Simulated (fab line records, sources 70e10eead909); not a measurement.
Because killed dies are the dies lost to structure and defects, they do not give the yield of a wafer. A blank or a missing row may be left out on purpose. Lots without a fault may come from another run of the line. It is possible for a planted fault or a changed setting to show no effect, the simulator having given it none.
Comparing a struck lot with a sound one | flow nandHarc | 15 out of 1159 route steps
Sound: these wafers, L859.1, L859.4, L859.5. Struck: wafers L877.1, L877.2 (left out: L877.6, a lot-mate that was not struck); the cause follows at the end.
Order at every step that has rows: each side's tool, ch and its chambers, its first start. Under that, the readings that differ: sound wafers | struck wafers | difference of the means | sigmas: that difference in standard deviations of wafers without a fault.
alike: same words and numbers on both sides, and readings whose means sit less than 2 such deviations apart. not compared: any withheld reading, any reading some wafer has no value for, any bound like >300 that may hide the same value, and any number with overlapping values for which the record gives no deviation.
The two part at a step that has a row with sigmas, a row that says differs or no value, or rows on one side only. Non-overlapping numbers with no deviation appear without sigmas and do not part them. A reading that every wafer of one side lacks parts them only if that side has two wafers or more.

first, 8 steps without rows for these wafers: NHARC_P_BONDPAD_HMDS_02 (time 30 s); NHARC_P_BONDPAD_COAT_36 (time 65 s); NHARC_P_BONDPAD_COAT_03 (resist thk 600 nm); NHARC_P_BONDPAD_SOFTBAKE_04 (time 70 s); NHARC_P_BONDPAD_EBR_05; NHARC_P_BONDPAD_EXPOSE_06 (exposes mask P BPAD); NHARC_P_BONDPAD_PEB_07 (peb time 80 s); NHARC_P_BONDPAD_DEVELOP_08 (time 50 s).
NHARC_P_BONDPAD_CD_MEAS_09: target cd 500 nm.
  sound on cdSem-03 ch 0, day 7 02:30; struck on cdSem-02 ch 0, day 11 04:22
  alike: cdNm
NHARC_P_BONDPAD_OVL_MEAS_38:
  sound: overlay-01 at day 7 02:35; struck: overlay-02 at day 11 04:28
  alike: overlayXNm, overlayYNm
then, 1 step without rows for these wafers: NHARC_P_BONDPAD_HARDBAKE_10 (time 65 s).
NHARC_P_BONDPAD_DESCUM_11: chemistry O2, time 3 s.
  sound on rieDiel-08 ch 0,1,2, day 7 02:43; struck on rieDiel-08 ch 0,1, day 11 04:35
  alike: drypumpMotorCurrentA, mfcArSccm, oesProductAu, rfVppV, showerheadPlenumPTorr, throttleValvePct
  not compared: rfHoursCounterH
NHARC_P_BONDPAD_ETCH_37: etches the open film in N2/H2, target depth 60 nm, overetch 18 nm, time 65.91 s.
  sound on rieDiel-08 ch 1,2, day 7 02:48; struck on rieDiel-08 ch 0,2, day 11 04:41
reading             | sound             | struck      | difference | sigmas
oesProductAu (a.u.) | 0.992 1.003 1.000 | 0.839 0.843 | -0.157     | -19
  alike: drypumpMotorCurrentA, mfcArSccm, n2FlowSccm, rfVppV, showerheadPlenumPTorr, throttleValvePct
  not compared: rfHoursCounterH
NHARC_P_BONDPAD_ETCH_12: etches the open film in CHF3/O2, target depth 200 nm, time 100 s.
  sound: rieDiel-08 ch 0,1,2; struck: rieDiel-08 ch 0,1
  alike: drypumpMotorCurrentA, mfcArSccm, oesProductAu, rfVppV, showerheadPlenumPTorr, throttleValvePct
  not compared: rfHoursCounterH
-- the record jumps here: 12 days lie between the struck wafers' starts before and after (it left off in module P_BONDPAD and takes up again in module END, whose first step shown is number 1159 of the route) --
NHARC_END_SORT_01:
  sound on prober-02 ch 0, day 19 14:09; struck on prober-01 ch 0, day 23 15:20
  alike: defectLimitedYield, killedAtArray, killedAtOther, killedAtPeriphery, killedDies, killedOpen, killedShort, sort_bin_2_pct, sort_bin_3_pct, sort_bin_4_pct, sortNPass, sortRimYieldPct, sortYieldPct

## WHERE THEY PART
NHARC_P_BONDPAD_ETCH_37 only, going by this record. Later steps at which nothing parts them and some readings are alike: NHARC_P_BONDPAD_ETCH_12, NHARC_END_SORT_01.

WHY: whatever the simulator had introduced
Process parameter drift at NHARC_P_BONDPAD_ETCH_37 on rieDiel-08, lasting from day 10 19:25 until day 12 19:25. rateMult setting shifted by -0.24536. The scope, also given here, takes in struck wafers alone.
